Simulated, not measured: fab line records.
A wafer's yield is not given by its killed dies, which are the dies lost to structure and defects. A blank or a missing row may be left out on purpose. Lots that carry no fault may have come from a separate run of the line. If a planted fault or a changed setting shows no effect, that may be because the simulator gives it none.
Chamber matching    flow n5 finfet    4 sister chambers for N5_BEOL_M13_ETCH_59 on rie diel-02
The step etches BARC in N2/H2, target depth 89 nm, overetch 26.7 nm, time 67.9 s. 16 wafers are shown with their chamber, then 8 later ones without.

== EACH WAFER AND ITS CHAMBER ==
wafer   chamber  drypump motor current A (A)  throttle valve pct (%)  showerhead plenum p Torr (Torr)
L078.4  1        6.4                          18.3                    2.52
L078.5  3        5.7                          17.7                    2.53
L078.6  2        6.3                          17.8                    2.59
L080.1  2        6.3                          17.8                    2.58
L080.3  3        5.7                          17.7                    2.53
L080.4  1        6.4                          18.3                    2.52
L084.1  2        6.3                          17.8                    2.58
L084.5  0        5.5                          17.9                    2.56
L084.6  3        5.7                          17.7                    2.53
L088.1  2        6.3                          17.8                    2.58
L088.4  0        5.4                          17.9                    2.56
L088.5  3        5.7                          17.8                    2.53
L090.2  0        5.5                          17.9                    2.56
L090.3  1        6.4                          18.3                    2.51
L090.5  3        5.7                          17.8                    2.53
L091.1  1        6.4                          18.3                    2.51

SIGNATURES (means of the wafers above)
reading                   chamber 0  chamber 1  chamber 2  chamber 3  scatter within a chamber
drypump motor current A   5.467      6.400      6.300      5.700      0.0236
throttle valve pct        17.900     18.300     17.800     17.740     0.0316
showerhead plenum p Torr  2.5600     2.5150     2.5825     2.5300     0.00382
Rule: for a wafer and a chamber, the distance is found by dividing, reading by reading, the gap between the wafer's reading and the chamber's mean by the reading's scatter, squaring, summing and taking the root. The wafer belongs to the nearest chamber; if the next one is less than 2 further off, it can't be placed. The scatter is the square root of a quotient: the sum, over the shown wafers, of each reading's squared deviation from its chamber's mean, divided by wafers minus chambers.

== WAFERS WITH NO CHAMBER GIVEN ==
wafer   drypump motor current A (A)  throttle valve pct (%)  showerhead plenum p Torr (Torr)
L091.4  5.6                          17.8                    2.53
L091.5  6.3                          17.9                    2.58
L089.2  5.6                          17.8                    2.53
L089.3  6.3                          17.9                    2.58
L089.6  5.5                          17.9                    2.56
L097.2  5.7                          17.8                    2.52
L097.4  6.3                          17.9                    2.57
L097.5  6.4                          18.4                    2.51

== WHICH CHAMBER EACH ONE RAN IN ==
wafer   from the rows above  in truth
L091.4  3                    3
L091.5  2                    2
L089.2  3                    3
L089.3  2                    2
L089.6  0                    0
L097.2  3                    3
L097.4  2                    2
L097.5  1                    1
Correct placement for 8 of the 8. Not placeable from these rows: 0. Placed wrongly: 0.
